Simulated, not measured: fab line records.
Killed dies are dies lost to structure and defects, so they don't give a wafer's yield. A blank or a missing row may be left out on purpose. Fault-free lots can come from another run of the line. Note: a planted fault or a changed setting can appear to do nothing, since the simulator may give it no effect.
fab line records :: flow nandHarc :: part 2 of 2: steps 33 to 45 of 45
[record]
  lots = 5
  wafers = 15
  lastDay = 33
route steps=1302 shown A_DECK1_JOINT@518 A_ONON_D2@545
lots untouched by any fault: they come from a run of this same line in which no faults occurred
startH: start of the lot's first displayed wafer, in hours after the record's first day :: waitH: hours elapsed since this lot's preceding step :: " same as the row above :: L1.1+2: a row that stands for several wafers :: - no value present, or no start provided :: * or withheld: withheld :: < > ~ a bound
route shown NAME@n: names a module that has steps shown in the file, with the first one's number in the route :: usual: mean/standard deviation of fault-free wafers :: same: alike in all rows :: chamber/n: place in a boat :: sites: per-site readings :: _std_site: the standard deviation of these :: _edge_site: the outer-site mean with the inner-site mean subtracted :: radiusMm: how far each site lies from the wafer's centre :: mask NAME#n: copy n :: behind: the tool/chamber that last shaped the wafer :: hold: why the lot went on hold/how many hours it stayed there/how the hold came to an end :: device: whichever transistor did not switch (one of n, p or np) :: end of line: the route-end tests of the same wafers :: for a step that has no rows: nothing shown but its recipe :: killed: count of dies lost to structure and defects at first sort (not the wafer's yield) :: map: a wafer's dies, x killed, . not, _ none there
set.NAME: the run value of the setting; set.NAME@STEP: its run value at that earlier step :: model.NAME: the simulator's own value behind a step, which no gauge read
a table for each step, a row for each wafer; lots at some steps of the route
services: from which hour (startH, from the record's first day; less than 0 if before it) a tool's chamber was out of use, for how many hours, and why
[[steps]]
[step NHARC_A_ONON_D2_DEP_09]
[recipe]
  targetThkA = 10000
  n2FlowSccm = 2750
  n2oFlowSccm = 2000
  nh3FlowSccm = 500
  sih4FlowSccm = 210
  tempC = 400
lot.wafer: L080.1+3+6
tool: pecvdOnon-04
chamber: 0
startH: 347.29
waitH: 0.1

lot.wafer: L084.4+5+6
tool: pecvdOnon-04
chamber: 0
startH: 369.17
waitH: 0.2

lot.wafer: L091.1+4+5
tool: pecvdOnon-02
chamber: 0
startH: 431.35
waitH: 0.1

lot.wafer: L090.4+5+6
tool: pecvdOnon-03
chamber: 0
startH: 431.35
waitH: 0.2

lot.wafer: L095.2+3+6
tool: pecvdOnon-03
chamber: 0
startH: 497.12
waitH: 0.1
[step NHARC_A_ONON_D2_THK_MEAS_11]
[recipe]
  thkMeasGauge = ellipsometry
[usual]
  thkNm = 1000/9.4
lot.wafer: L080.1
tool: filmMetro-01
chamber: -
startH: 347.80
waitH: -
thkNm: 1010

lot.wafer: L080.3
tool: filmMetro-01
chamber: -
startH: 347.80
waitH: -
thkNm: 1008

lot.wafer: L080.6
tool: filmMetro-01
chamber: -
startH: 347.80
waitH: -
thkNm: 1009

lot.wafer: L084.4
tool: filmMetro-01
chamber: -
startH: 369.51
waitH: -
thkNm: 984

lot.wafer: L084.5
tool: filmMetro-01
chamber: -
startH: 369.51
waitH: -
thkNm: 982

lot.wafer: L084.6
tool: filmMetro-01
chamber: -
startH: 369.51
waitH: -
thkNm: 983

lot.wafer: L090.4
tool: filmMetro-01
chamber: -
startH: 431.69
waitH: -
thkNm: 1013

lot.wafer: L090.5
tool: filmMetro-01
chamber: -
startH: 431.69
waitH: -
thkNm: 1014

lot.wafer: L090.6
tool: filmMetro-01
chamber: -
startH: 431.69
waitH: -
thkNm: 1014

lot.wafer: L091.1
tool: filmMetro-01
chamber: -
startH: 431.85
waitH: -
thkNm: 1004

lot.wafer: L091.4
tool: filmMetro-01
chamber: -
startH: 431.85
waitH: -
thkNm: 1004

lot.wafer: L091.5
tool: filmMetro-01
chamber: -
startH: 431.85
waitH: -
thkNm: 1004

lot.wafer: L095.2
tool: filmMetro-01
chamber: -
startH: 497.57
waitH: -
thkNm: 1001

lot.wafer: L095.3
tool: filmMetro-01
chamber: -
startH: 497.57
waitH: -
thkNm: 1002

lot.wafer: L095.6
tool: filmMetro-01
chamber: -
startH: 497.57
waitH: -
thkNm: 999
[step NHARC_A_ONON_D2_DEP_12]
[recipe]
  targetThkA = 10000
  n2FlowSccm = 2750
  n2oFlowSccm = 2000
  nh3FlowSccm = 500
  sih4FlowSccm = 210
  tempC = 400
lot.wafer: L080.1+3+6
tool: pecvdOnon-04
chamber: 0
startH: 347.86
waitH: 0.1

lot.wafer: L084.4+5+6
tool: pecvdOnon-04
chamber: 0
startH: 369.74
waitH: 0.2

lot.wafer: L091.1+4+5
tool: pecvdOnon-03
chamber: 0
startH: 431.91
waitH: 0.1

lot.wafer: L090.4+5+6
tool: pecvdOnon-02
chamber: 0
startH: 431.92
waitH: 0.2

lot.wafer: L095.2+3+6
tool: pecvdOnon-03
chamber: 0
startH: 497.68
waitH: 0.1
[step NHARC_A_ONON_D2_THK_MEAS_14]
[recipe]
  thkMeasGauge = ellipsometry
[usual]
  thkNm = 999/9
lot.wafer: L080.1
tool: filmMetro-01
chamber: -
startH: 348.37
waitH: -
thkNm: 1003

lot.wafer: L080.3
tool: filmMetro-01
chamber: -
startH: 348.37
waitH: -
thkNm: 1003

lot.wafer: L080.6
tool: filmMetro-01
chamber: -
startH: 348.37
waitH: -
thkNm: 1001

lot.wafer: L084.4
tool: filmMetro-02
chamber: -
startH: 370.08
waitH: -
thkNm: 993

lot.wafer: L084.5
tool: filmMetro-02
chamber: -
startH: 370.08
waitH: -
thkNm: 993

lot.wafer: L084.6
tool: filmMetro-02
chamber: -
startH: 370.08
waitH: -
thkNm: 992

lot.wafer: L090.4
tool: filmMetro-02
chamber: -
startH: 432.26
waitH: -
thkNm: 1000

lot.wafer: L090.5
tool: filmMetro-02
chamber: -
startH: 432.26
waitH: -
thkNm: 999

lot.wafer: L090.6
tool: filmMetro-02
chamber: -
startH: 432.26
waitH: -
thkNm: 998

lot.wafer: L091.1
tool: filmMetro-01
chamber: -
startH: 432.42
waitH: -
thkNm: 1000

lot.wafer: L091.4
tool: filmMetro-01
chamber: -
startH: 432.42
waitH: -
thkNm: 1000

lot.wafer: L091.5
tool: filmMetro-01
chamber: -
startH: 432.42
waitH: -
thkNm: 997

lot.wafer: L095.2
tool: filmMetro-02
chamber: -
startH: 498.14
waitH: -
thkNm: 990

lot.wafer: L095.3
tool: filmMetro-02
chamber: -
startH: 498.14
waitH: -
thkNm: 991

lot.wafer: L095.6
tool: filmMetro-02
chamber: -
startH: 498.14
waitH: -
thkNm: 991
[step NHARC_A_ONON_D2_ANNEAL_15]
[recipe]
  tempC = 750
  timeS = 3600
[usual]
  tube_center_temp_C_max = 751.9/0.34
[same]
  timeS = 3600
lot.wafer: L080.1
tool: furnace-01
chamber: 0
startH: 351.76
waitH: 3.4
tube_center_temp_C_max: 752.5

lot.wafer: L080.3
tool: furnace-01
chamber: 0
startH: 351.76
waitH: 3.4
tube_center_temp_C_max: 751.8

lot.wafer: L080.6
tool: furnace-01
chamber: 0
startH: 351.76
waitH: 3.4
tube_center_temp_C_max: 751.8

lot.wafer: L084.4
tool: furnace-07
chamber: 0
startH: 372.79
waitH: 2.7
tube_center_temp_C_max: 752.2

lot.wafer: L084.5
tool: furnace-07
chamber: 0
startH: 372.79
waitH: 2.7
tube_center_temp_C_max: 751.9

lot.wafer: L084.6
tool: furnace-07
chamber: 0
startH: 372.79
waitH: 2.7
tube_center_temp_C_max: 751.8

lot.wafer: L090.4
tool: furnace-01
chamber: 0
startH: 436.59
waitH: 4.3
tube_center_temp_C_max: 751.7

lot.wafer: L090.5
tool: furnace-01
chamber: 0
startH: 436.59
waitH: 4.3
tube_center_temp_C_max: 751.9

lot.wafer: L090.6
tool: furnace-01
chamber: 0
startH: 436.59
waitH: 4.3
tube_center_temp_C_max: 752.1

lot.wafer: L091.1
tool: furnace-01
chamber: 0
startH: 436.59
waitH: 4.2
tube_center_temp_C_max: 752.0

lot.wafer: L091.4
tool: furnace-01
chamber: 0
startH: 436.59
waitH: 4.2
tube_center_temp_C_max: 751.7

lot.wafer: L091.5
tool: furnace-01
chamber: 0
startH: 436.59
waitH: 4.2
tube_center_temp_C_max: 752.0

lot.wafer: L095.2
tool: furnace-07
chamber: 0
startH: 501.06
waitH: 2.9
tube_center_temp_C_max: 752.2

lot.wafer: L095.3
tool: furnace-07
chamber: 0
startH: 501.06
waitH: 2.9
tube_center_temp_C_max: 751.8

lot.wafer: L095.6
tool: furnace-07
chamber: 0
startH: 501.06
waitH: 2.9
tube_center_temp_C_max: 751.4
[step NHARC_A_ONON_D2_DEP_16]
[recipe]
  targetThkA = 10000
  n2FlowSccm = 2750
  n2oFlowSccm = 2000
  nh3FlowSccm = 500
  sih4FlowSccm = 210
  tempC = 400
lot.wafer: L080.1+3+6
tool: pecvdOnon-02
chamber: 0
startH: 355.61
waitH: 0.4

lot.wafer: L084.4+5+6
tool: pecvdOnon-03
chamber: 0
startH: 376.78
waitH: 0.6

lot.wafer: L091.1+4+5
tool: pecvdOnon-04
chamber: 0
startH: 440.39
waitH: 0.4

lot.wafer: L090.4+5+6
tool: pecvdOnon-02
chamber: 0
startH: 440.56
waitH: 0.6

lot.wafer: L095.2+3+6
tool: pecvdOnon-03
chamber: 0
startH: 505.30
waitH: 0.8
[step NHARC_A_ONON_D2_THK_MEAS_18]
[recipe]
  thkMeasGauge = ellipsometry
[usual]
  thkNm = 1000/8.1
lot.wafer: L080.1
tool: filmMetro-01
chamber: -
startH: 356.13
waitH: -
thkNm: 988

lot.wafer: L080.3
tool: filmMetro-01
chamber: -
startH: 356.13
waitH: -
thkNm: 989

lot.wafer: L080.6
tool: filmMetro-01
chamber: -
startH: 356.13
waitH: -
thkNm: 988

lot.wafer: L084.4
tool: filmMetro-01
chamber: -
startH: 377.12
waitH: -
thkNm: 1011

lot.wafer: L084.5
tool: filmMetro-01
chamber: -
startH: 377.12
waitH: -
thkNm: 1011

lot.wafer: L084.6
tool: filmMetro-01
chamber: -
startH: 377.12
waitH: -
thkNm: 1012

lot.wafer: L091.1
tool: filmMetro-01
chamber: -
startH: 440.89
waitH: -
thkNm: 1001

lot.wafer: L091.4
tool: filmMetro-01
chamber: -
startH: 440.89
waitH: -
thkNm: 1001

lot.wafer: L091.5
tool: filmMetro-01
chamber: -
startH: 440.89
waitH: -
thkNm: 1001

lot.wafer: L090.4
tool: filmMetro-02
chamber: -
startH: 440.89
waitH: -
thkNm: 1012

lot.wafer: L090.5
tool: filmMetro-02
chamber: -
startH: 440.89
waitH: -
thkNm: 1014

lot.wafer: L090.6
tool: filmMetro-02
chamber: -
startH: 440.89
waitH: -
thkNm: 1013

lot.wafer: L095.2
tool: filmMetro-01
chamber: -
startH: 505.75
waitH: -
thkNm: 998

lot.wafer: L095.3
tool: filmMetro-01
chamber: -
startH: 505.75
waitH: -
thkNm: 998

lot.wafer: L095.6
tool: filmMetro-01
chamber: -
startH: 505.75
waitH: -
thkNm: 994
[step NHARC_A_ONON_D2_DEP_19]
[recipe]
  targetThkA = 10000
  n2FlowSccm = 2750
  n2oFlowSccm = 2000
  nh3FlowSccm = 500
  sih4FlowSccm = 210
  tempC = 400
lot.wafer: L080.1+3+6
tool: pecvdOnon-02
chamber: 0
startH: 356.18
waitH: 0.1

lot.wafer: L084.4+5+6
tool: pecvdOnon-04
chamber: 0
startH: 377.47
waitH: 0.3

lot.wafer: L091.1+4+5
tool: pecvdOnon-02
chamber: 0
startH: 440.95
waitH: 0.1

lot.wafer: L090.4+5+6
tool: pecvdOnon-03
chamber: 0
startH: 441.12
waitH: 0.2

lot.wafer: L095.2+3+6
tool: pecvdOnon-03
chamber: 0
startH: 505.87
waitH: 0.1
[step NHARC_A_ONON_D2_THK_MEAS_21]
[recipe]
  thkMeasGauge = ellipsometry
[usual]
  thkNm = 1000/10
lot.wafer: L080.1
tool: filmMetro-02
chamber: -
startH: 356.70
waitH: -
thkNm: 999

lot.wafer: L080.3
tool: filmMetro-02
chamber: -
startH: 356.70
waitH: -
thkNm: 996

lot.wafer: L080.6
tool: filmMetro-02
chamber: -
startH: 356.70
waitH: -
thkNm: 997

lot.wafer: L084.4
tool: filmMetro-01
chamber: -
startH: 377.81
waitH: -
thkNm: 1005

lot.wafer: L084.5
tool: filmMetro-01
chamber: -
startH: 377.81
waitH: -
thkNm: 1006

lot.wafer: L084.6
tool: filmMetro-01
chamber: -
startH: 377.81
waitH: -
thkNm: 1004

lot.wafer: L090.4
tool: filmMetro-02
chamber: -
startH: 441.45
waitH: -
thkNm: 998

lot.wafer: L090.5
tool: filmMetro-02
chamber: -
startH: 441.45
waitH: -
thkNm: 996

lot.wafer: L090.6
tool: filmMetro-02
chamber: -
startH: 441.45
waitH: -
thkNm: 998

lot.wafer: L091.1
tool: filmMetro-01
chamber: -
startH: 441.46
waitH: -
thkNm: 1007

lot.wafer: L091.4
tool: filmMetro-01
chamber: -
startH: 441.46
waitH: -
thkNm: 1004

lot.wafer: L091.5
tool: filmMetro-01
chamber: -
startH: 441.46
waitH: -
thkNm: 1004

lot.wafer: L095.2
tool: filmMetro-01
chamber: -
startH: 506.32
waitH: -
thkNm: 1009

lot.wafer: L095.3
tool: filmMetro-01
chamber: -
startH: 506.32
waitH: -
thkNm: 1005

lot.wafer: L095.6
tool: filmMetro-01
chamber: -
startH: 506.32
waitH: -
thkNm: 1006
[step NHARC_A_ONON_D2_DEP_22]
[recipe]
  targetThkA = 10000
  n2FlowSccm = 2750
  n2oFlowSccm = 2000
  nh3FlowSccm = 500
  sih4FlowSccm = 210
  tempC = 400
lot.wafer: L080.1+3+6
tool: pecvdOnon-02
chamber: 0
startH: 356.75
waitH: 0.1

lot.wafer: L084.4+5+6
tool: pecvdOnon-03
chamber: 0
startH: 378.05
waitH: 0.2

lot.wafer: L091.1+4+5
tool: pecvdOnon-04
chamber: 0
startH: 441.51
waitH: 0.1

lot.wafer: L090.4+5+6
tool: pecvdOnon-02
chamber: 0
startH: 441.68
waitH: 0.2

lot.wafer: L095.2+3+6
tool: pecvdOnon-04
chamber: 0
startH: 506.43
waitH: 0.1
[step NHARC_A_ONON_D2_THK_MEAS_24]
[recipe]
  thkMeasGauge = ellipsometry
[usual]
  thkNm = 1000/11
lot.wafer: L080.1
tool: filmMetro-01
chamber: -
startH: 357.26
waitH: -
thkNm: 987

lot.wafer: L080.3
tool: filmMetro-01
chamber: -
startH: 357.26
waitH: -
thkNm: 988

lot.wafer: L080.6
tool: filmMetro-01
chamber: -
startH: 357.26
waitH: -
thkNm: 986

lot.wafer: L084.4
tool: filmMetro-01
chamber: -
startH: 378.38
waitH: -
thkNm: 981

lot.wafer: L084.5
tool: filmMetro-01
chamber: -
startH: 378.38
waitH: -
thkNm: 979

lot.wafer: L084.6
tool: filmMetro-01
chamber: -
startH: 378.38
waitH: -
thkNm: 980

lot.wafer: L090.4
tool: filmMetro-01
chamber: -
startH: 442.02
waitH: -
thkNm: 1004

lot.wafer: L090.5
tool: filmMetro-01
chamber: -
startH: 442.02
waitH: -
thkNm: 1005

lot.wafer: L090.6
tool: filmMetro-01
chamber: -
startH: 442.02
waitH: -
thkNm: 1003

lot.wafer: L091.1
tool: filmMetro-02
chamber: -
startH: 442.02
waitH: -
thkNm: 986

lot.wafer: L091.4
tool: filmMetro-02
chamber: -
startH: 442.02
waitH: -
thkNm: 985

lot.wafer: L091.5
tool: filmMetro-02
chamber: -
startH: 442.02
waitH: -
thkNm: 987

lot.wafer: L095.2
tool: filmMetro-02
chamber: -
startH: 506.89
waitH: -
thkNm: 988

lot.wafer: L095.3
tool: filmMetro-02
chamber: -
startH: 506.89
waitH: -
thkNm: 989

lot.wafer: L095.6
tool: filmMetro-02
chamber: -
startH: 506.89
waitH: -
thkNm: 989
[step NHARC_A_ONON_D2_DEP_25]
[recipe]
  targetThkA = 10000
  n2FlowSccm = 2750
  n2oFlowSccm = 2000
  nh3FlowSccm = 500
  sih4FlowSccm = 210
  tempC = 400
lot.wafer: L080.1+3+6
tool: pecvdOnon-02
chamber: 0
startH: 357.32
waitH: 0.1

lot.wafer: L084.4+5+6
tool: pecvdOnon-04
chamber: 0
startH: 378.62
waitH: 0.2

lot.wafer: L091.1+4+5
tool: pecvdOnon-03
chamber: 0
startH: 442.07
waitH: 0.1

lot.wafer: L090.4+5+6
tool: pecvdOnon-02
chamber: 0
startH: 442.25
waitH: 0.2

lot.wafer: L095.2+3+6
tool: pecvdOnon-03
chamber: 0
startH: 507.00
waitH: 0.1
[step NHARC_A_ONON_D2_THK_MEAS_27]
[recipe]
  thkMeasGauge = ellipsometry
[usual]
  thkNm = 997/7.8
lot.wafer: L080.1
tool: filmMetro-02
chamber: -
startH: 357.83
waitH: -
thkNm: 995

lot.wafer: L080.3
tool: filmMetro-02
chamber: -
startH: 357.83
waitH: -
thkNm: 994

lot.wafer: L080.6
tool: filmMetro-02
chamber: -
startH: 357.83
waitH: -
thkNm: 994

lot.wafer: L084.4
tool: filmMetro-01
chamber: -
startH: 378.96
waitH: -
thkNm: 1002

lot.wafer: L084.5
tool: filmMetro-01
chamber: -
startH: 378.96
waitH: -
thkNm: 1001

lot.wafer: L084.6
tool: filmMetro-01
chamber: -
startH: 378.96
waitH: -
thkNm: 1001

lot.wafer: L090.4
tool: filmMetro-01
chamber: -
startH: 442.58
waitH: -
thkNm: 995

lot.wafer: L090.5
tool: filmMetro-01
chamber: -
startH: 442.58
waitH: -
thkNm: 995

lot.wafer: L090.6
tool: filmMetro-01
chamber: -
startH: 442.58
waitH: -
thkNm: 996

lot.wafer: L091.1
tool: filmMetro-02
chamber: -
startH: 442.59
waitH: -
thkNm: 994

lot.wafer: L091.4
tool: filmMetro-02
chamber: -
startH: 442.59
waitH: -
thkNm: 992

lot.wafer: L091.5
tool: filmMetro-02
chamber: -
startH: 442.59
waitH: -
thkNm: 992

lot.wafer: L095.2
tool: filmMetro-02
chamber: -
startH: 507.44
waitH: -
thkNm: 995

lot.wafer: L095.3
tool: filmMetro-02
chamber: -
startH: 507.44
waitH: -
thkNm: 994

lot.wafer: L095.6
tool: filmMetro-02
chamber: -
startH: 507.44
waitH: -
thkNm: 995
[[services]]
tool: pecvd-01
chamber: -
startH: 311.07
hours: 13.0
kind: pm

tool: pecvdOnon-04
chamber: -
startH: 311.41
hours: 13.0
kind: pm

tool: rieSi-06
chamber: -
startH: 313.84
hours: 0.9
kind: repair

tool: fcvd-02
chamber: -
startH: 323.42
hours: 0.2
kind: repair

tool: lpcvd-01
chamber: -
startH: 332.95
hours: 1.1
kind: repair

tool: wetH3po4-01
chamber: -
startH: 337.56
hours: 8.0
kind: pm

tool: wetBench-09
chamber: -
startH: 352.80
hours: 8.0
kind: pm

tool: cmp-03
chamber: -
startH: 358.37
hours: 4.0
kind: pm

tool: cmp-03
chamber: -
startH: 365.79
hours: 1.7
kind: repair

tool: pecvdOnon-02
chamber: -
startH: 366.55
hours: 13.0
kind: pm

tool: wetH3po4-01
chamber: -
startH: 367.36
hours: 1.4
kind: repair

tool: cmp-03
chamber: -
startH: 379.69
hours: 4.3
kind: repair

tool: rieSi-06
chamber: 2
startH: 394.60
hours: 6.2
kind: repair

tool: wetBench-04
chamber: -
startH: 403.20
hours: 8.0
kind: pm

tool: rieSi-06
chamber: 1
startH: 405.14
hours: 3.3
kind: repair

tool: pecvdOnon-03
chamber: -
startH: 408.04
hours: 13.0
kind: pm

tool: rieSi-06
chamber: -
startH: 426.00
hours: 9.0
kind: pm

tool: fcvd-02
chamber: -
startH: 450.00
hours: 13.0
kind: pm

tool: cmp-03
chamber: -
startH: 456.37
hours: 4.0
kind: pm

tool: furnace-08
chamber: -
startH: 479.74
hours: 26.0
kind: pm

tool: pecvdOnon-02
chamber: -
startH: 485.29
hours: 5.3
kind: repair

tool: pecvd-01
chamber: -
startH: 492.07
hours: 13.0
kind: pm

tool: pecvdOnon-04
chamber: -
startH: 492.41
hours: 13.0
kind: pm

tool: pecvdOnon-02
chamber: -
startH: 504.14
hours: 4.9
kind: repair
